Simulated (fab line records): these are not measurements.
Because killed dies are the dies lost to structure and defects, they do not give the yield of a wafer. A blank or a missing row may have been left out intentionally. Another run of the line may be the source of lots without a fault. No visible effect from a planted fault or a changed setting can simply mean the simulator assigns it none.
fab line records | flow n5-finfet | part 1 of 2: steps 1 to 6 of 7
record: lots: 10 wafers: 28 last-day: 18
route steps=1938 shown SD_EPI_P@321 SD_ACTIVATION@332 ILD0@335 SDB@347 BEOL_M4@1111 PASSIVATION@1936
lots that met no fault: taken from a fault-free run of the same line
start-h: start of the lot's first displayed wafer, in hours after the record's first day | wait-h: hours from the lot's prior step to this one | " unchanged from the row above | L1.1+2: several wafers, shown together as one row | - no value, or no start given | * or withheld: withheld | < > ~ a bound
route shown NAME@n: NAME is a module with steps in the file, n the number in the route of the first one | usual: average and standard deviation across the fault-free wafers | same: alike in all rows | chamber/n: place in a boat | sites: readings site by site | _std_site: standard deviation of those values | _edge_site: outer sites' mean less inner sites' | radius-mm: how far each site lies from the wafer's centre | mask NAME#n: copy n | behind: the most recent tool/chamber to have shaped the wafer | hold: what put the lot on hold/how long, in hours/how the hold closed | device: names the non-switching transistor (n, p or np) | end of line: the same wafers' tests at the end of the route | step lacking rows: just its recipe | killed: count of dies lost to structure and defects at first sort (not the wafer's yield) | map: dies across one wafer; x = killed, . = not, _ = none there
set.NAME: the setting the step ran with; set.NAME@STEP: the setting that earlier step ran with | model.NAME: the simulator's own value behind a step, which no gauge read
a sample of lots followed through the steps of the route, with each step as a table and each wafer as a row
services: when a tool's chamber went out of use (start-h, in hours from the record's first day, below 0 if earlier), for how many hours, and the reason
== steps ==
step: N5_SD_EPI_P_EPI_21
recipe: material: SiGe:B dopant: B temp-c: 550 pressure-torr: 20 ambient: H2 time-s: 355
same: time-s: 355
columns lot.wafer tool chamber start-h wait-h
L157.2+3+5 epi-rpcvd-01 0 56.00 0.5
L160.1+2+3 epi-rpcvd-01 0 74.28 0.1
L164.2+3+4 epi-rpcvd-01 0 99.71 0.5
L165.3+4+6 epi-rpcvd-02 0 104.17 0.8
L166.1+4+5 epi-rpcvd-01 0 108.93 0.1
L171.1+5+6 epi-rpcvd-04 0 143.82 0.1
L175.2+6 epi-rpcvd-02 0 161.93 0.5
L176.5+6 epi-rpcvd-01 0 171.81 1.5
L178.3+5+6 epi-rpcvd-02 0 187.63 0.8
L179.3+4+5 epi-rpcvd-01 0 189.21 1.1
step: N5_SD_ACTIVATION_RS_MEAS_03
recipe: thk-meas-gauge: four-point-probe
usual: RS_SD_N: 21.95/0.28 RS_SD_P: 56.1/0.84
columns lot.wafer tool chamber start-h wait-h RS_SD_N[ohm/sq] RS_SD_P[ohm/sq]
L157.2 film-metro-01 - 58.52 0.2 22.21 56.5
L157.3 " - " " 22.14 55.4
L157.5 " - " " 21.94 55.6
L160.1 film-metro-01 - 77.11 0.2 22.09 56.5
L160.2 " - " " 21.71 56.1
L160.3 " - " " 21.87 56.2
L164.2 film-metro-02 - 102.19 0.2 22.23 157.6
L164.3 " - " " 22.16 159.1
L164.4 " - " " 22.05 158.7
L165.3 film-metro-01 - 106.31 0.2 22.48 55.7
L165.4 " - " " 22.67 56.0
L165.6 " - " " 21.98 55.6
L166.1 film-metro-01 - 111.73 0.2 22.13 152.9
L166.4 " - " " 21.98 157.1
L166.5 " - " " 21.97 155.9
L171.1 film-metro-01 - 146.70 0.2 21.86 56.8
L171.5 " - " " 22.36 57.2
L171.6 " - " " 21.83 57.4
L175.2 film-metro-02 - 164.41 0.2 22.13 56.3
L175.6 " - " " 21.97 56.4
L176.5 film-metro-02 - 173.39 0.1 22.26 55.1
L176.6 " - " " 22.15 54.5
L178.3 film-metro-01 - 189.76 0.2 22.08 57.1
L178.5 " - " " 22.03 56.9
L178.6 " - " " 22.53 55.7
L179.3 film-metro-01 - 191.81 0.2 22.33 57.8
L179.4 " - " " 22.40 57.1
L179.5 " - " " 22.18 57.7
step: N5_ILD0_LINER_00
recipe: material: SiNx target-thk-a: 40 temp-c: 400 ald-precursor-family: SiH2I2 ald-co-reactant: N2/H2-plasma pulse-time-s: 1 purge-time-s: 2 co-reactant-purge-time-s: 2 ald-cycles: 80 pressure-torr: 2
usual: heater-power-outer-w: 564/66 heater-power-w: 896/72 precursor-pulse-height-rel: 1.000/0.023
same: pulse-time-s: 1
columns lot.wafer tool chamber start-h wait-h heater-power-outer-w heater-power-w precursor-pulse-height-rel
L157.2 ald-sin-04 2 58.87 0.0 482 858 1.005
L157.3 " 3 " " 515 851 1.017
L157.5 " 0 " " 531 895 0.989
L160.1 ald-sin-04 3 77.56 0.1 528 864 1.027
L160.2 " 1 " " 517 804 1.001
L160.3 " 0 " " 543 918 1.007
L164.2 ald-sin-03 3 102.77 0.3 642 1021 1.039
L164.3 " 2 " " 603 911 1.019
L164.4 " 1 " " 575 948 1.024
L165.3 ald-sin-03 1 106.63 0.0 571 943 1.027
L165.4 " 2 " " 589 912 1.018
L165.6 " 2 " " 601 924 1.005
L166.1 ald-sin-03 3 112.57 0.5 643 1002 1.022
L166.4 " 1 " " 568 932 0.998
L166.5 " 0 " " 639 914 1.001
L171.1 ald-sin-02 2 147.44 0.4 436 773 0.990
L171.5 " 0 " " 467 867 0.988
L171.6 " 1 " " 613 912 0.973
L175.2 ald-sin-03 3 164.75 0.0 642 1038 0.976
L175.6 " 3 " " 635 1008 1.020
L176.5 ald-sin-04 0 173.91 0.3 563 952 0.999
L176.6 " 1 " " 523 809 0.997
L178.3 ald-sin-04 3 190.07 0.0 519 854 0.990
L178.5 " 3 " " 516 832 0.998
L178.6 " 2 " " 502 877 0.995
L179.3 ald-sin-02 2 192.13 0.0 435 703 1.001
L179.4 " 2 " " 432 712 0.969
L179.5 " 1 " " 664 972 1.050
step: N5_ILD0_THK_MEAS_13
usual: thk-nm: 17.0/1.1
columns lot.wafer tool chamber start-h wait-h thk-nm
L157.2 film-metro-02 - 65.06 - 17.4
L157.3 " - " " 16.9
L157.5 " - " " 16.0
L160.1 film-metro-01 - 83.76 - 16.1
L160.2 " - " " 16.7
L160.3 " - " " 14.8
L164.2 film-metro-02 - 108.98 - 14.9
L164.3 " - " " 16.5
L164.4 " - " " 17.0
L165.3 film-metro-02 - 112.91 - 16.8
L165.4 " - " " 15.7
L165.6 " - " " 16.3
L166.1 film-metro-02 - 119.21 - 17.9
L166.4 " - " " 19.4
L166.5 " - " " 17.8
L171.1 film-metro-02 - 153.64 - 15.3
L171.5 " - " " 16.8
L171.6 " - " " 16.2
L175.2 film-metro-01 - 171.18 - 16.4
L175.6 " - " " 15.4
L176.5 film-metro-01 - 179.92 - 17.2
L176.6 " - " " 17.9
L178.3 film-metro-02 - 196.65 - 17.4
L178.5 " - " " 18.2
L178.6 " - " " 15.7
L179.3 film-metro-02 - 198.71 - 15.3
L179.4 " - " " 17.1
L179.5 " - " " 15.3
step: N5_SDB_HM_DEP_00
recipe: material: SiNx target-thk-a: 400 temp-c: 400 precursor: SiH4/NH3/N2 pressure-torr: 1.5 rf-w: 300 time-s: 35.3
usual: heater-power-outer-w: 540/82 heater-power-w: 874/120 showerhead-plenum-p-Torr: 5.11/0.039 throttle-valve-pct: 39.6/1.7
same: time-s: 35.3
columns lot.wafer tool chamber start-h wait-h heater-power-outer-w heater-power-w showerhead-plenum-p-Torr throttle-valve-pct
L157.2 pecvd-01 0 65.13 0.0 494 828 5.17 41.0
L157.3 " 1 " " 589 948 5.06 40.9
L157.5 " 0 " " 486 843 5.20 40.8
L160.1 pecvd-04 2 83.82 0.0 515 846 5.13 40.6
L160.2 " 0 " " 483 764 5.11 40.2
L160.3 " 1 " " 363 630 5.10 39.5
L164.2 pecvd-03 0 109.04 0.0 495 749 5.05 41.9
L164.3 " 2 " " 550 884 5.14 36.8
L164.4 " 1 " " 686 1068 5.15 39.1
L165.3 pecvd-03 0 112.97 0.0 528 797 5.06 41.4
L165.4 " 2 " " 519 834 5.15 36.7
L165.6 " 0 " " 529 809 5.07 42.0
L166.1 pecvd-01 2 119.27 0.0 500 886 5.09 37.1
L166.4 " 1 " " 553 923 5.06 41.4
L166.5 " 0 " " 542 905 5.18 41.1
L171.1 pecvd-01 2 153.70 0.0 622 1055 5.10 37.2
L171.5 " 1 " " 650 1038 5.07 41.1
L171.6 " 0 " " 584 941 5.18 40.9
L175.2 pecvd-03 1 171.25 0.0 639 994 5.13 39.0
L175.6 " 2 " " 591 890 5.15 36.9
L176.5 pecvd-03 2 180.00 0.1 519 835 5.13 37.1
L176.6 " 0 " " 473 719 5.06 41.7
L178.3 pecvd-04 2 196.71 0.0 504 823 5.12 40.6
L178.5 " 1 " " 368 611 5.13 39.6
L178.6 " 2 " " 508 836 5.11 40.6
L179.3 pecvd-01 0 198.77 0.0 517 847 5.17 41.0
L179.4 " 0 " " 521 849 5.18 41.1
L179.5 " 2 " " 617 1069 5.11 37.4
step: N5_BEOL_M4_RC_MEAS_101
usual: DIBL_N: 36.9/1.7 DIBL_P: 37.3/2.3 IOFF_N: 0.16/0.033 IOFF_P: 0.22/0.04 IOFF_P_85C: 3.8/0.58 IOFF_P_LIN: 0.103/0.015 ION_N: 673/12 ION_P: 463/8 RC_DENSE_P: 23.9/0.51 RC_P: 19.5/0.4 REXT_P: 100.2/2.7 RS_SD_P: 66.0/1.1 SS_N: 71.6/0.58 SS_P: 73.4/0.74 VT_N: 250/3.2 VT_P: -250/3.4 VT_P_LVT: -98.2/2.7
columns lot.wafer tool chamber start-h wait-h DIBL_N[mV/V] DIBL_P[mV/V] IOFF_N[nA/um] IOFF_P[nA/um] IOFF_P_85C[nA/um] IOFF_P_LIN[nA/um] ION_N[uA/um] ION_P[uA/um] RC_DENSE_P[ohm.um] RC_P[ohm.um] REXT_P[ohm.um] RS_SD_P[ohm/sq] SS_N[mV/dec] SS_P[mV/dec] VT_N[mV] VT_P[mV] VT_P_LVT[mV]
L157.2 prober-01 0 165.78 0.2 38.3 40.6 0.22 0.29 4.7 0.124 691 471 24.4 19.8 102.3 66.1 71.8 74.1 247 -247 -94.8
L157.3 " 0 " " 39.7 42.2 0.25 0.33 5.2 0.137 681 473 24.1 19.9 100.3 64.4 73.0 74.5 243 -244 -92.9
L157.5 " 0 " " 36.7 38.1 0.18 0.24 4.1 0.111 675 467 23.5 19.2 100.3 64.9 72.2 73.4 250 -248 -96.2
L160.1 prober-02 0 186.13 0.0 37.3 38.3 0.18 0.23 3.8 0.105 676 460 24.1 19.5 102.8 66.6 72.1 73.7 249 -249 -99.8
L160.2 " 0 " " 36.1 37.8 0.16 0.22 3.7 0.102 668 464 23.4 19.2 99.9 66.1 71.6 72.9 252 -250 -99.5
L160.3 " 0 " " 36.7 38.3 0.18 0.24 3.9 0.108 684 475 23.7 19.4 100.2 65.3 72.0 72.8 247 -249 -98.9
L165.3 prober-02 0 217.30 0.3 36.2 35.5 0.13 0.18 3.4 0.089 659 453 23.9 19.7 102.2 66.0 72.0 73.3 256 -252 -102.1
L165.4 " 0 " " 35.7 36.2 0.13 0.18 3.4 0.090 655 452 24.6 19.9 102.1 66.7 71.5 72.9 255 -252 -102.2
L165.6 " 0 " " 37.7 37.3 0.16 0.21 3.7 0.098 664 457 24.4 19.8 101.7 65.2 72.6 72.8 252 -250 -99.8
L164.2 prober-01 0 218.35 0.2 40.5 34.4 0.24 0.14 2.7 0.074 687 397 50.6 41.0 207.0 171.9 72.5 72.8 245 -256 -104.4
L164.3 " 0 " " 37.7 29.9 0.17 0.10 1.9 0.057 668 388 51.6 42.1 211.3 171.2 71.4 71.9 249 -261 -108.9
L164.4 " 0 " " 36.3 28.3 0.14 0.09 1.8 0.053 661 381 52.1 42.1 208.5 169.6 71.3 71.3 251 -262 -111.2
L166.1 prober-01 0 222.10 0.0 38.8 33.6 0.21 0.12 2.2 0.063 681 391 50.6 41.5 198.8 166.2 71.4 73.1 245 -263 -106.7
L166.4 " 0 " " 40.4 36.1 0.25 0.14 2.5 0.071 695 386 49.7 40.6 197.6 168.1 72.5 73.7 245 -256 -103.9
L166.5 " 0 " " 39.5 36.1 0.25 0.14 2.6 0.074 703 402 49.8 40.7 198.6 167.8 71.6 74.1 241 -258 -104.0
L171.1 prober-02 0 254.92 0.0 38.1 37.7 0.17 0.26 4.3 0.114 676 469 23.8 19.5 97.8 66.8 71.7 73.6 250 -247 -96.4
L171.5 " 0 " " 38.0 36.8 0.17 0.22 3.8 0.104 674 462 24.0 19.5 99.9 67.2 71.7 73.1 248 -252 -97.9
L171.6 " 0 " " 36.9 36.9 0.17 0.24 4.0 0.109 699 477 23.0 18.8 97.8 67.8 71.6 73.4 249 -249 -97.0
L175.2 prober-01 0 271.95 0.2 36.9 35.1 0.13 0.20 3.4 0.097 654 456 24.5 20.0 99.6 65.4 71.3 73.8 256 -252 -100.4
L175.6 " 0 " " 35.7 34.5 0.13 0.19 3.3 0.095 661 453 23.6 19.4 99.6 66.0 71.7 73.3 252 -251 -100.4
L176.5 prober-01 0 291.42 0.6 38.5 37.8 0.17 0.23 3.9 0.105 697 476 24.6 19.9 103.9 63.9 71.4 73.7 248 -249 -98.2
L176.6 " 0 " " 38.1 37.8 0.17 0.23 4.0 0.106 670 462 23.6 19.6 102.9 63.9 71.7 72.7 251 -250 -97.4
L179.3 prober-02 0 307.75 0.3 38.6 39.3 0.18 0.24 4.0 0.104 673 459 23.5 19.3 97.8 68.1 71.7 73.9 252 -252 -99.5
L179.4 " 0 " " 39.3 39.4 0.18 0.23 3.9 0.103 669 459 23.8 19.3 99.5 67.1 72.6 74.4 251 -253 -98.7
L179.5 " 0 " " 37.7 38.0 0.14 0.21 3.5 0.094 661 453 24.1 19.5 99.4 67.9 72.0 73.8 255 -255 -100.5
L178.3 prober-01 0 308.31 0.3 34.2 36.0 0.12 0.19 3.3 0.091 669 467 24.6 20.3 103.2 67.5 71.6 72.4 256 -254 -101.1
L178.5 " 0 " " 39.0 41.1 0.20 0.27 4.5 0.117 677 465 24.9 20.2 104.4 66.7 72.0 73.9 246 -248 -97.5
L178.6 " 0 " " 36.4 37.0 0.14 0.21 3.6 0.097 667 464 25.1 20.4 102.9 64.4 71.3 73.9 254 -248 -99.5
== key ==
first-sign: step: N5_SD_ACTIVATION_RS_MEAS_03 reading: RS_SD_P direction: up sigmas: 99+ usual: 56.1 struck: 156.9
effect: step: N5_BEOL_M4_RC_MEAS_101 reading: RS_SD_P direction: up sigmas: 92 usual: 66.0 struck: 169.1
effect: step: N5_BEOL_M4_RC_MEAS_101 reading: RC_P direction: up sigmas: 55 usual: 19.5 struck: 41.3
effect: step: N5_BEOL_M4_RC_MEAS_101 reading: RC_DENSE_P direction: up sigmas: 53 usual: 23.9 struck: 50.7
effect: step: N5_BEOL_M4_RC_MEAS_101 reading: REXT_P direction: up sigmas: 38 usual: 100.2 struck: 203.6
effect: step: N5_BEOL_M4_RC_MEAS_101 reading: ION_P direction: down sigmas: 9.1 usual: 463 struck: 391
effect: step: N5_BEOL_M4_RC_MEAS_101 reading: VT_P_LVT direction: down sigmas: 3.1 usual: -98.2 struck: -106.5
effect: step: N5_BEOL_M4_RC_MEAS_101 reading: VT_P direction: down sigmas: 2.8 usual: -250 struck: -259
effect: step: N5_BEOL_M4_RC_MEAS_101 reading: IOFF_P_85C direction: down sigmas: 2.6 usual: 3.8 struck: 2.3
effect: step: N5_BEOL_M4_RC_MEAS_101 reading: IOFF_P_LIN direction: down sigmas: 2.6 usual: 0.103 struck: 0.065
effect: step: N5_BEOL_M4_RC_MEAS_101 reading: IOFF_P direction: down sigmas: 2.5 usual: 0.22 struck: 0.12
effect: step: N5_BEOL_M4_RC_MEAS_101 reading: DIBL_P direction: down sigmas: 1.8 usual: 37.3 struck: 33.1
effect: step: N5_PASSIVATION_PROBE_49 reading: sort_bin_8_speed direction: up sigmas: 99+ usual: 0.00 struck: 91.21
met-at N5_SD_EPI_P_EPI_21
struck-lots L164,L166
not-acting-at N5_ILD0_LINER_00,N5_ILD0_THK_MEAS_13,N5_SDB_HM_DEP_00
onset-between 74.28 99.71
fault: kind: process-parameter-drift tool: epi-rpcvd-01 chamber: - onset-h: 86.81 steps: N5_SD_EPI_P_EPI_21 channel: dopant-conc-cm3 offset: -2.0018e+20 shape: step end-h: 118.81 acts-in: these-recipes-only stated: 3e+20
